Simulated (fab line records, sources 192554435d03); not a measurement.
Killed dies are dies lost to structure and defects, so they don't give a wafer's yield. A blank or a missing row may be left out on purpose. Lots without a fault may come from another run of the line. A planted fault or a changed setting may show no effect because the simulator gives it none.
fab line records | flow n5_finfet
record lots=24 wafers=72 last_day=18
route steps=1938 shown BEOL_M4@1099 BEOL_M5@1114
lots that met no fault: from a run of the same line without faults
start_h: hours from the record's first day to the start of the lot's first wafer shown | wait_h: hours since the lot's step before | " the same as in the row above | L1.1+2: a row that stands for several wafers | - no value, or no start given | * or withheld: withheld | < > ~ a bound
route shown NAME@n: a module of which the file shows steps, and the number in the route of the first | usual: mean/standard deviation of fault-free wafers | same: alike in all rows | chamber/n: place in a boat | sites: the reading at each site | _std_site: their standard deviation | _edge_site: outer sites' mean less inner sites' | radius_mm: how far each site lies from the wafer's centre | mask NAME#n: copy n | behind: the tool/chamber that last shaped the wafer | hold: why the lot was held/for how many hours/how that ended | device: the transistor (n, p or np) that didn't switch | end of line: the same wafers' tests at the end of the route | a step without rows: its recipe alone | killed: dies lost to structure and defects at the first sort, not the wafer's yield | map: a wafer's dies, x killed, . not, _ none there
set.NAME: the setting as run; set.NAME@STEP: as run at that earlier step | model.NAME: the simulator's own value behind a step, which no gauge read
steps of the route over a sample of lots; a table a step, a row a wafer
services: from which hour (start_h, from the record's first day; less than 0 if before it) a tool's chamber was out of use, for how many hours, and why
## steps
# step N5_BEOL_M4_ANNEAL_95
# recipe temp_c=400 time_s=240 ambient=vacuum
# usual heater_power_w=861/89
# columns lot.wafer tool chamber start_h wait_h heater_power_w
L074.2 pvd_sputter-01 - 157.38 0.0 754
L074.3 " - " " 913
L074.4 " - " " 839
L075.2 pvd_sputter-01 - 165.82 0.0 736
L075.4 " - " " 749
L075.5 " - " " 731
L076.1 pvd_sputter-03 - 171.94 0.0 961
L076.3 " - " " 823
L076.4 " - " " 830
L077.1 pvd_sputter-01 - 173.93 0.0 923
L077.4 " - " " 755
L077.6 " - " " 728
L078.1 pvd_sputter-01 - 176.93 0.0 701
L078.3 " - " " 929
L078.6 " - " " 717
L079.1 pvd_sputter-02 - 187.40 0.0 823
L079.3 " - " " 900
L079.5 " - " " 890
L080.1 pvd_sputter-03 - 195.08 0.0 852
L080.2 " - " " 806
L080.4 " - " " 1034
L081.1 pvd_sputter-01 - 210.18 0.0 859
L081.2 " - " " 707
L081.3 " - " " 928
L082.1 pvd_sputter-02 - 217.58 0.0 780
L082.2 " - " " 932
L082.6 " - " " 848
L083.1 pvd_sputter-03 - 232.13 0.0 956
L083.2 " - " " 999
L083.4 " - " " 818
L084.1 pvd_sputter-03 - 236.37 0.0 969
L084.3 " - " " 852
L084.6 " - " " 952
L085.2 pvd_sputter-03 - 238.89 0.0 939
L085.3 " - " " 826
L085.6 " - " " 1008
L086.2 pvd_sputter-02 - 242.87 0.0 782
L086.3 " - " " 920
L086.4 " - " " 847
L088.1 pvd_sputter-01 - 243.54 0.0 712
L088.2 " - " " 922
L088.5 " - " " 928
L087.2 pvd_sputter-02 - 246.47 0.0 852
L087.4 " - " " 799
L087.6 " - " " 785
L089.1 pvd_sputter-03 - 249.66 0.0 980
L089.5 " - " " 886
L089.6 " - " " 1012
L090.1 pvd_sputter-03 - 251.88 0.0 976
L090.3 " - " " 823
L090.5 " - " " 946
L091.2 pvd_sputter-02 - 275.44 0.0 769
L091.3 " - " " 897
L091.4 " - " " 854
L092.1 pvd_sputter-03 - 279.87 0.0 819
L092.2 " - " " 943
L092.5 " - " " 875
L094.2 pvd_sputter-03 - 282.71 0.0 940
L094.5 " - " " 808
L094.6 " - " " 969
L093.2 pvd_sputter-02 - 285.11 0.0 880
L093.4 " - " " 772
L093.6 " - " " 771
L095.1 pvd_sputter-03 - 300.69 0.0 812
L095.3 " - " " 906
L095.4 " - " " 966
L096.1 pvd_sputter-02 - 302.11 0.0 811
L096.2 " - " " 847
L096.3 " - " " 769
L097.1 pvd_sputter-02 - 303.95 0.0 824
L097.4 " - " " 776
L097.5 " - " " 855
# step N5_BEOL_M5_THK_MEAS_01
# recipe reads=SiCOH_lowk_of_BEOL_M5_ILD_DEP_00
# usual M5_ILD_THK=120.9/1.7
# columns lot.wafer tool chamber start_h wait_h M5_ILD_THK[nm]
L074.2 film_metro-02 - 160.19 0.4 118.5
L074.3 " - " " 120.0
L074.4 " - " " 124.1
L075.2 film_metro-02 - 168.60 0.4 118.0
L075.4 " - " " 118.8
L075.5 " - " " 120.3
L076.1 film_metro-01 - 175.02 0.4 120.9
L076.3 " - " " 117.8
L076.4 " - " " 119.8
L077.1 film_metro-02 - 176.76 0.4 116.0
L077.4 " - " " 119.3
L077.6 " - " " 119.5
L078.1 film_metro-02 - 179.71 0.4 119.6
L078.3 " - " " 118.1
L078.6 " - " " 122.3
L079.1 film_metro-01 - 190.18 0.4 117.5
L079.3 " - " " 120.1
L079.5 " - " " 124.4
L080.1 film_metro-01 - 197.87 0.4 119.9
L080.2 " - " " 117.8
L080.4 " - " " 121.8
L081.1 film_metro-02 - 213.01 0.4 120.9
L081.2 " - " " 120.7
L081.3 " - " " 120.9
L082.1 film_metro-01 - 220.38 0.4 121.2
L082.2 " - " " 120.3
L082.6 " - " " 122.5
L083.1 film_metro-01 - 235.01 0.4 120.1
L083.2 " - " " 119.7
L083.4 " - " " 121.6
L084.1 film_metro-01 - 239.14 0.4 118.8
L084.3 " - " " 118.1
L084.6 " - " " 120.3
L085.2 film_metro-01 - 241.67 0.4 121.6
L085.3 " - " " 121.0
L085.6 " - " " 122.5
L086.2 film_metro-02 - 245.65 0.4 119.1
L086.3 " - " " 118.8
L086.4 " - " " 121.8
L088.1 film_metro-02 - 246.44 0.4 120.1
L088.2 " - " " 120.5
L088.5 " - " " 122.1
L087.2 film_metro-02 - 249.36 0.4 122.0
L087.4 " - " " 122.9
L087.6 " - " " 122.3
L089.1 film_metro-02 - 252.44 0.4 120.6
L089.5 " - " " 122.4
L089.6 " - " " 122.8
L090.1 film_metro-01 - 255.19 0.4 119.4
L090.3 " - " " 122.3
L090.5 " - " " 122.2
L091.2 film_metro-02 - 278.48 0.4 118.8
L091.3 " - " " 120.6
L091.4 " - " " 121.1
L092.1 film_metro-02 - 282.64 0.4 121.2
L092.2 " - " " 120.4
L092.5 " - " " 122.3
L094.2 film_metro-01 - 285.52 0.4 119.5
L094.5 " - " " 121.0
L094.6 " - " " 121.7
L093.2 film_metro-01 - 289.33 0.4 119.3
L093.4 " - " " 122.7
L093.6 " - " " 121.4
L095.1 film_metro-02 - 304.22 0.8 117.9
L095.3 " - " " 118.3
L095.4 " - " " 120.0
L096.1 film_metro-01 - 305.16 0.4 120.3
L096.2 " - " " 119.9
L096.3 " - " " 119.3
L097.1 film_metro-01 - 307.32 0.4 119.3
L097.4 " - " " 121.7
L097.5 " - " " 123.3
# step N5_BEOL_M5_PECVD_70
# recipe material=SiO2 target_thk_a=160 temp_c=400 precursor=TEOS/O2 pressure_torr=5.5 rf_w=450 teos_flow_sccm=53.8 gas=O2 flow_sccm=3000 time_s=18
# usual chamber_pressure_Torr=5.501/0.013 heater_power_outer_w=486/71 heater_power_w=774/110 showerhead_plenum_p_Torr=8.80/0.057 throttle_valve_pct=22.3/1.1
# columns lot.wafer tool chamber start_h wait_h chamber_pressure_Torr heater_power_outer_w heater_power_w showerhead_plenum_p_Torr throttle_valve_pct
L074.2 pecvd-01 1 160.23 0.0 5.498 483 823 8.82 22.9
L074.3 " 2 " " 5.505 512 841 8.88 21.7
L074.4 " 0 " " 5.497 456 673 8.74 22.3
L075.2 pecvd-04 1 168.64 0.0 5.498 569 900 8.77 23.7
L075.4 " 0 " " 5.496 525 907 8.79 21.4
L075.5 " 2 " " 5.506 494 775 8.85 20.5
L076.1 pecvd-01 0 175.05 0.0 5.525 478 732 8.76 22.6
L076.3 " 2 " " 5.505 493 818 8.90 21.8
L076.4 " 2 " " 5.513 496 814 8.88 21.8
L077.1 pecvd-04 1 176.80 0.0 5.481 503 772 8.79 23.6
L077.4 " 2 " " 5.506 590 869 8.85 21.1
L077.6 " 1 " " 5.491 508 774 8.75 23.7
L078.1 pecvd-04 2 179.74 0.0 5.507 580 866 8.87 20.9
L078.3 " 1 " " 5.500 507 800 8.75 23.5
L078.6 " 2 " " 5.503 599 880 8.84 21.0
L079.1 pecvd-04 1 190.21 0.0 5.505 577 897 8.73 23.8
L079.3 " 2 " " 5.491 498 754 8.83 21.0
L079.5 " 2 " " 5.503 491 774 8.85 20.9
L080.1 pecvd-03 1 197.90 0.0 5.502 571 828 8.88 23.3
L080.2 " 2 " " 5.520 303 533 8.73 23.1
L080.4 " 2 " " 5.521 300 544 8.72 23.0
L081.1 pecvd-03 2 213.04 0.0 5.510 290 515 8.76 22.9
L081.2 " 1 " " 5.494 514 757 8.84 22.9
L081.3 " 0 " " 5.503 361 537 8.65 23.6
L082.1 pecvd-04 0 220.42 0.0 5.513 469 827 8.79 21.5
L082.2 " 1 " " 5.506 525 829 8.77 23.7
L082.6 " 2 " " 5.508 493 793 8.86 20.5
L083.1 pecvd-01 0 235.05 0.0 5.503 406 614 8.77 22.5
L083.2 " 1 " " 5.487 427 764 8.82 23.0
L083.4 " 1 " " 5.505 429 755 8.79 23.1
L084.1 pecvd-01 2 239.18 0.0 5.503 508 847 8.87 20.9
L084.3 " 1 " " 5.487 523 859 8.82 23.1
L084.6 " 0 " " 5.501 480 714 8.76 22.6
L085.2 pecvd-03 2 241.71 0.0 5.509 327 588 8.75 22.8
L085.3 " 1 " " 5.510 557 811 8.85 23.4
L085.6 " 2 " " 5.485 335 583 8.73 23.0
L086.2 pecvd-01 2 245.69 0.0 5.517 564 881 8.89 20.8
L086.3 " 0 " " 5.511 464 688 8.78 22.6
L086.4 " 0 " " 5.503 456 685 8.78 22.7
L088.1 pecvd-03 2 246.48 0.0 5.512 310 553 8.74 23.3
L088.2 " 1 " " 5.489 595 882 8.82 23.0
L088.5 " 2 " " 5.497 314 556 8.76 23.3
L087.2 pecvd-04 2 249.39 0.0 5.485 500 763 8.84 20.8
L087.4 " 2 " " 5.495 504 778 8.85 20.9
L087.6 " 1 " " 5.479 593 890 8.78 23.6
L089.1 pecvd-01 1 252.48 0.0 5.476 473 815 8.83 23.2
L089.5 " 0 " " 5.494 455 668 8.77 22.8
L089.6 " 2 " " 5.480 464 771 8.86 20.7
L090.1 pecvd-01 0 255.23 0.0 5.509 473 726 8.76 22.6
L090.3 " 2 " " 5.491 573 907 8.88 21.0
L090.5 " 1 " " 5.514 470 809 8.80 23.3
L091.2 pecvd-01 1 278.52 0.0 5.496 467 839 8.84 23.1
L091.3 " 2 " " 5.521 569 905 8.89 20.8
L091.4 " 1 " " 5.490 481 810 8.81 22.9
L092.1 pecvd-01 1 282.68 0.0 5.500 472 824 8.80 23.4
L092.2 " 2 " " 5.498 446 745 8.88 20.8
L092.5 " 0 " " 5.517 409 621 8.76 22.8
L094.2 pecvd-01 1 285.55 0.0 5.476 446 771 8.80 23.1
L094.5 " 1 " " 5.517 442 782 8.83 23.1
L094.6 " 2 " " 5.519 452 775 8.88 20.7
L093.2 pecvd-04 1 289.37 0.0 5.530 566 889 8.80 23.7
L093.4 " 2 " " 5.519 509 789 8.87 20.9
L093.6 " 1 " " 5.520 568 868 8.76 23.8
L095.1 pecvd-01 1 304.26 0.0 5.486 460 797 8.84 23.0
L095.3 " 0 " " 5.486 447 683 8.75 22.8
L095.4 " 2 " " 5.494 563 926 8.87 20.9
L096.1 pecvd-01 2 305.20 0.0 5.515 562 876 8.86 21.0
L096.2 " 0 " " 5.487 409 615 8.77 22.5
L096.3 " 1 " " 5.505 476 826 8.82 22.9
L097.1 pecvd-01 0 307.35 0.0 5.506 477 718 8.76 22.8
L097.4 " 1 " " 5.487 498 842 8.82 23.0
L097.5 " 2 " " 5.524 535 872 8.89 20.9
# step N5_BEOL_M5_HM_DEP_02
# recipe material=TiN target_thk_a=200 temp_c=25 chamber_pressure_pa=0.49996
# usual throttle_valve_pct=30.2/1.3
# columns lot.wafer tool chamber start_h wait_h throttle_valve_pct
L074.2 pvd_sputter-01 - 161.96 1.7 31.3
L074.3 " - " " 31.6
L074.4 " - " " 29.9
L075.2 pvd_sputter-03 - 169.06 0.4 32.3
L075.4 " - " " 28.4
L075.5 " - " " 32.3
L076.1 pvd_sputter-03 - 175.22 0.2 30.5
L076.3 " - " " 29.6
L076.4 " - " " 32.3
L077.1 pvd_sputter-03 - 177.64 0.8 30.1
L077.4 " - " " 28.4
L077.6 " - " " 32.5
L078.1 pvd_sputter-02 - 181.68 1.9 31.4
L078.3 " - " " 28.1
L078.6 " - " " 30.8
L079.1 pvd_sputter-03 - 191.71 1.5 30.4
L079.3 " - " " 29.8
L079.5 " - " " 30.1
L080.1 pvd_sputter-03 - 198.68 0.8 30.0
L080.2 " - " " 28.4
L080.4 " - " " 29.6
L081.1 pvd_sputter-01 - 213.74 0.7 31.5
L081.2 " - " " 29.8
L081.3 " - " " 28.8
L082.1 pvd_sputter-03 - 221.37 0.9 30.0
L082.2 " - " " 28.4
L082.6 " - " " 29.3
L083.1 pvd_sputter-01 - 235.82 0.8 31.1
L083.2 " - " " 30.2
L083.4 " - " " 31.3
L084.1 pvd_sputter-03 - 239.45 0.3 28.5
L084.3 " - " " 32.4
L084.6 " - " " 32.4
L085.2 pvd_sputter-01 - 243.76 2.0 31.1
L085.3 " - " " 30.0
L085.6 " - " " 29.0
L086.2 pvd_sputter-01 - 246.72 1.0 29.9
L086.3 " - " " 28.9
L086.4 " - " " 31.4
L088.1 pvd_sputter-03 - 247.18 0.7 32.4
L088.2 " - " " 29.8
L088.5 " - " " 32.5
L087.2 pvd_sputter-01 - 251.83 2.4 29.1
L087.4 " - " " 31.3
L087.6 " - " " 31.3
L089.1 pvd_sputter-01 - 253.11 0.6 29.1
L089.5 " - " " 28.9
L089.6 " - " " 31.2
L090.1 pvd_sputter-03 - 257.68 2.4 29.4
L090.3 " - " " 32.3
L090.5 " - " " 28.5
L091.2 pvd_sputter-02 - 278.79 0.3 30.9
L091.3 " - " " 29.9
L091.4 " - " " 31.4
L092.1 pvd_sputter-03 - 283.41 0.7 30.1
L092.2 " - " " 29.6
L092.5 " - " " 30.4
L094.2 pvd_sputter-01 - 287.71 2.1 31.2
L094.5 " - " " 31.3
L094.6 " - " " 29.1
L093.2 pvd_sputter-01 - 289.79 0.4 29.8
L093.4 " - " " 31.2
L093.6 " - " " 28.7
L095.1 pvd_sputter-01 - 305.23 1.0 31.3
L095.3 " - " " 29.9
L095.4 " - " " 31.5
L096.1 pvd_sputter-01 - 305.57 0.4 29.0
L096.2 " - " " 30.2
L096.3 " - " " 31.6
L097.1 pvd_sputter-01 - 308.25 0.9 31.3
L097.4 " - " " 29.7
L097.5 " - " " 29.9
# step N5_BEOL_M5_CD_MEAS_18
# recipe pitch_nm=56 target_cd_nm=28
# usual cd_nm=28.07/0.3
# columns lot.wafer tool chamber start_h wait_h cd_nm
L074.2 cd_sem-03 - 162.91 0.1 28.39
L074.3 " - " " 28.17
L074.4 " - " " 27.75
L075.2 cd_sem-02 - 170.36 0.1 28.19
L075.4 " - " " 27.96
L075.5 " - " " 28.30
L076.1 cd_sem-02 - 176.35 0.0 28.33
L076.3 " - " " 28.58
L076.4 " - " " 28.51
L077.1 cd_sem-03 - 178.61 0.0 27.97
L077.4 " - " " 27.55
L077.6 " - " " 27.65
L078.1 cd_sem-03 - 182.75 0.0 28.22
L078.3 " - " " 27.95
L078.6 " - " " 27.95
L079.1 cd_sem-02 - 192.78 0.0 28.11
L079.3 " - " " 28.29
L079.5 " - " " 28.19
L080.1 cd_sem-01 - 199.78 0.0 27.93
L080.2 " - " " 27.34
L080.4 " - " " 27.78
L081.1 cd_sem-01 - 214.69 0.0 28.04
L081.2 " - " " 28.36
L081.3 " - " " 27.87
L082.1 cd_sem-01 - 222.79 0.0 28.32
L082.2 " - " " 27.96
L082.6 " - " " 28.33
L083.1 cd_sem-01 - 236.81 0.1 28.15
L083.2 " - " " 28.16
L083.4 " - " " 28.85
L084.1 cd_sem-01 - 240.59 0.0 27.91
L084.3 " - " " 28.04
L084.6 " - " " 28.17
L085.2 cd_sem-03 - 244.81 0.1 27.84
L085.3 " - " " 28.34
L085.6 " - " " 27.80
L086.2 cd_sem-02 - 248.28 0.1 27.90
L086.3 " - " " 28.49
L086.4 " - " " 28.42
L088.1 cd_sem-02 - 248.48 0.0 28.13
L088.2 " - " " 28.45
L088.5 " - " " 28.33
L087.2 cd_sem-02 - 252.90 0.1 27.52
L087.4 " - " " 27.94
L087.6 " - " " 27.78
L089.1 cd_sem-03 - 254.14 0.0 27.44
L089.5 " - " " 27.81
L089.6 " - " " 28.05
L090.1 cd_sem-03 - 258.76 0.0 28.41
L090.3 " - " " 28.48
L090.5 " - " " 28.19
L091.2 cd_sem-03 - 279.87 0.1 28.05
L091.3 " - " " 28.34
L091.4 " - " " 28.39
L092.1 cd_sem-03 - 284.59 0.1 28.26
L092.2 " - " " 27.89
L092.5 " - " " 28.28
L094.2 cd_sem-03 - 288.84 0.1 28.04
L094.5 " - " " 27.71
L094.6 " - " " 27.61
L093.2 cd_sem-01 - 290.95 0.1 28.24
L093.4 " - " " 28.12
L093.6 " - " " 28.16
L095.1 cd_sem-02 - 306.38 0.0 28.04
L095.3 " - " " 28.48
L095.4 " - " " 28.48
L096.1 cd_sem-01 - 306.56 0.0 27.91
L096.2 " - " " 27.86
L096.3 " - " " 28.16
L097.1 cd_sem-03 - 309.37 0.0 28.31
L097.4 " - " " 28.03
L097.5 " - " " 28.03
# step N5_BEOL_M5_CD_MEAS_28
# recipe target_cd_nm=30.6 landing_energy_ev=500 detector=se_inlens target_cd_y_nm=20 polarity=opening
# usual cd_nm=30.58/0.22
# columns lot.wafer tool chamber start_h wait_h cd_nm
L074.2 cd_sem-03 0 163.35 - 30.38
L074.3 " 0 " " 30.88
L074.4 " 0 " " 30.30
L075.2 cd_sem-02 0 170.80 - 30.63
L075.4 " 0 " " 30.92
L075.5 " 0 " " 30.23
L076.1 cd_sem-03 0 177.01 - 30.55
L076.3 " 0 " " 30.72
L076.4 " 0 " " 31.07
L078.1 cd_sem-03 0 183.76 - 30.37
L078.3 " 0 " " 29.93
L078.6 " 0 " " 30.85
L077.1 cd_sem-03 0 183.81 - 30.43
L077.4 " 0 " " 30.45
L077.6 " 0 " " 31.12
L079.1 cd_sem-02 0 195.18 - 30.87
L079.3 " 0 " " 30.30
L079.5 " 0 " " 30.48
L080.1 cd_sem-03 0 201.42 - 30.92
L080.2 " 0 " " 30.87
L080.4 " 0 " " 30.72
L081.1 cd_sem-01 0 215.13 - 30.38
L081.2 " 0 " " 30.77
L081.3 " 0 " " 30.66
L082.1 cd_sem-01 0 223.22 - 30.32
L082.2 " 0 " " 30.36
L082.6 " 0 " " 30.38
L083.1 cd_sem-01 0 237.22 - 30.81
L083.2 " 0 " " 30.72
L083.4 " 0 " " 30.55
L084.1 cd_sem-01 0 242.84 - 30.88
L084.3 " 0 " " 30.49
L084.6 " 0 " " 31.00
L085.2 cd_sem-01 0 246.71 - 30.59
L085.3 " 0 " " 30.46
L085.6 " 0 " " 30.35
L086.2 cd_sem-03 0 251.51 - 30.85
L086.3 " 0 " " 31.11
L086.4 " 0 " " 30.43
L088.1 cd_sem-02 0 251.68 - 30.40
L088.2 " 0 " " 30.27
L088.5 " 0 " " 30.69
L087.2 cd_sem-02 0 256.91 - 30.66
L087.4 " 0 " " 30.53
L087.6 " 0 " " 30.72
L089.1 cd_sem-02 0 257.11 - 30.79
L089.5 " 0 " " 31.04
L089.6 " 0 " " 30.39
L090.1 cd_sem-02 0 261.30 - 30.78
L090.3 " 0 " " 30.56
L090.5 " 0 " " 30.80
L091.2 cd_sem-03 0 282.48 - 30.64
L091.3 " 0 " " 30.56
L091.4 " 0 " " 30.59
L092.1 cd_sem-01 0 286.81 - 30.82
L092.2 " 0 " " 30.42
L092.5 " 0 " " 30.65
L094.2 cd_sem-02 0 289.30 - 30.20
L094.5 " 0 " " 30.74
L094.6 " 0 " " 30.87
L093.2 cd_sem-03 0 292.05 - 30.55
L093.4 " 0 " " 30.59
L093.6 " 0 " " 30.53
L095.1 cd_sem-02 0 307.11 - 30.49
L095.3 " 0 " " 30.37
L095.4 " 0 " " 30.52
L096.1 cd_sem-02 0 307.16 - 31.03
L096.2 " 0 " " 30.51
L096.3 " 0 " " 30.52
L097.1 cd_sem-02 0 310.96 - 30.77
L097.4 " 0 " " 30.62
L097.5 " 0 " " 30.60
## services
# columns tool chamber start_h hours kind
pecvd-03 0 156.29 5.5 scheduled_down
pecvd-01 2 169.32 2.1 scheduled_down
pecvd-04 0 178.14 6.4 repair
pecvd-01 - 191.71 0.4 repair
pecvd-01 2 202.38 - clean
pecvd-01 2 202.38 - consumable_replace:showerhead
pecvd-01 2 202.38 29.0 scheduled_down
pecvd-01 2 202.38 29.0 vent_cycle
pecvd-03 - 258.70 26.5 repair
pecvd-04 2 266.62 5.5 scheduled_down
pecvd-04 0 297.54 2.1 scheduled_down
## key
fault none
